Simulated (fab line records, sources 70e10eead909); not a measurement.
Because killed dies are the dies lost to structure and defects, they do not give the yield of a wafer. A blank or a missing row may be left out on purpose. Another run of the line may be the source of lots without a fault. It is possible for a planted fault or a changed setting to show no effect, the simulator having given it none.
The tool behind it: which one? + flow nand harc + 6 lots with 18 wafers sampled at 3 steps, on a route of 1302 steps

## WHAT THE GAUGES READ, wafer by wafer
NHARC_A_ONON_D2_THK_MEAS_30: measures by ellipsometry.
| lot  | measured     | on            | thk nm (nm)    |
|------|--------------|---------------|----------------|
| L752 | day 14 10:46 | film metro-01 | 995 991 994    |
| L757 | day 15 21:03 | film metro-01 | 1005 1006 612  |
| L763 | day 18 22:18 | film metro-01 | 1003 1001 1002 |
| L767 | day 20 05:59 | film metro-02 | 1008 1009 1009 |
| L769 | day 21 08:53 | film metro-01 | 1019 1018 1016 |
| L771 | day 21 20:36 | film metro-01 | 1002 1001 1002 |

## WHICH TOOL RAN EACH LOT (tool, then ch and the chambers of the sampled wafers, then the start)
| lot  | NHARC_A_DECK1_JOINT_ETCHBACK_07  | NHARC_A_ONON_D2_DEP_28           |
|------|----------------------------------|----------------------------------|
| L752 | rie si-02 ch 1,2, day 12 10:44   | pecvd onon-01 ch 0, day 14 10:16 |
| L757 | rie si-01 ch 0,1,2, day 13 18:02 | pecvd onon-03 ch 0, day 15 20:32 |
| L763 | rie si-01 ch 0,1,3, day 16 19:25 | pecvd onon-04 ch 0, day 18 21:47 |
| L767 | rie si-01 ch 0,2,3, day 18 06:48 | pecvd onon-03 ch 0, day 20 05:28 |
| L769 | rie si-01 ch 1,2,3, day 19 11:28 | pecvd onon-01 ch 0, day 21 08:29 |
| L771 | rie si-06 ch 0,1,3, day 19 20:25 | pecvd onon-01 ch 0, day 21 20:16 |
- NHARC_A_DECK1_JOINT_ETCHBACK_07: etches the open film in HBr, target depth 105 nm, time 26.9 s.
- NHARC_A_ONON_D2_DEP_28: target thk 1000 nm.

## THE ANSWER, worked out from the rows above alone
Rule: the lots themselves supply what counts as usual. The widest of any qualifying gaps counts: lots, ordered by their means at a reading, are off when they make up no more than a third of the lots, leave a main group of 4 or more, and stand apart from it by 3 or more times the standard deviation of that group's means. The tables above print the reading to a certain number of digits; a main group whose means all agree to those digits is not used. Also off: a lot with no number at a reading for which 4 or more lots have one. Where the step has rows for the other lots, those lots are counted as sound.
Off: L757 (NHARC_A_ONON_D2_THK_MEAS_30, thk nm). The main group: mean 1005 nm, standard deviation 8.1.
A tool fits if, at a process step before that reading, it ran every lot that is off, and no sound lot after the first of them. Gauges at NHARC_A_ONON_D2_THK_MEAS_30: tried the same way as those tools. Of those tried, none fits.

## WHAT THE SIMULATOR PUT IN
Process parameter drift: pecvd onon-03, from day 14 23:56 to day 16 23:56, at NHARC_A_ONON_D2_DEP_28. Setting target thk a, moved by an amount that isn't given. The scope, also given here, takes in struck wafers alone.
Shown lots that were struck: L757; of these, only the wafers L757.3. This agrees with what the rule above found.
